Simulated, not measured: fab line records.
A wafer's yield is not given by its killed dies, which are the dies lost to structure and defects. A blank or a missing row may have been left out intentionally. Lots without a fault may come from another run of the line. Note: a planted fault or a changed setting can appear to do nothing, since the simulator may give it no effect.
8D (eight disciplines) problem report, filled in by code + flow nand-harc + the parts of the form that need people (team, actions taken, sign-off) are left out

## 1. WHAT IS WRONG
heater-power-total-W at NHARC_A_BLC_SOFTBAKE_05 reads a mean of 202.29 W on 6 wafers of 2 lots; wafers without a fault read 188.45 W with a standard deviation of 0.12. So: +99 or more standard deviations from the usual mean.
The step: time 55 s.
Seen first at day 21 05:00 on litho-track-04, wafer L816.3. At this step, 39 wafers from 13 lots have a number in the record. Rule for "out" (also "out of limits"): further than 4 standard deviations from the usual mean. The other wafers with a number count as sound.

## 2. WHAT IT IS, AND WHAT IT ISN'T
| question                    | is                     | is not                                                                          |
|-----------------------------|------------------------|---------------------------------------------------------------------------------|
| which readings at this step | heater-power-total-W   | -                                                                               |
| which lots                  | L816, L821             | L802, L805, L806, L807, L808, L810, L811, L812, L823, L824, L825                |
| which wafers of those lots  | all that have a number | -                                                                               |
| read on which tools         | litho-track-04         | litho-track-01, litho-track-06                                                  |
| when                        | from day 21 05:00      | up to then (24 sound wafers); but 9 sound wafers of L823, L824, L825 came after |

## 3. WHAT RULES OUT EACH SUSPECT
Counting: a tool at a process step up to the reading stays a suspect if it ran every lot that is out and no sound lot after the first of them.
- litho-track-04 at NHARC_A_BLC_SOFTBAKE_05 (time 55 s): kept. Every lot that is out went through it, starting with L816 (day 21 05:00), and after that it ran no sound lot; the last sound lot it ran before then is L811 (day 19 13:00). Its own heater-power-total-W readings are out on those wafers.
Remaining after the count: litho-track-04 at NHARC_A_BLC_SOFTBAKE_05.

## 4. THE CAUSE (what the simulator had put in)
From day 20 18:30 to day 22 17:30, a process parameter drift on litho-track-04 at NHARC_A_BLC_SOFTBAKE_05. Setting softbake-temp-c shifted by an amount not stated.
Only this tool survived the counting.

## 5. THE EFFECT CHAIN, in route order
Each row: a reading whose mean over the struck wafers that have a number lies more than 3 standard deviations from the usual. Scope: only readings with a usual standard deviation given in the record; hours: median across lots of the time from each lot's start at the first step in this table that gives one to its start at this step; sigmas: change in usual standard deviations.
| hours | step                    | reading              | usual    | on struck wafers | change | sigmas      |
|-------|-------------------------|----------------------|----------|------------------|--------|-------------|
| 0     | NHARC_A_BLC_SOFTBAKE_05 | heater-power-total-W | 188.45 W | 202.29           | +13.84 | +99 or more |
The process steps in it:
- NHARC_A_BLC_SOFTBAKE_05: time 55 s.

## 6. WHAT WOULD HAVE CAUGHT IT SOONER
The fault began at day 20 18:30; the first out-of-limits reading in this record came at day 21 05:00, 10 hours later.
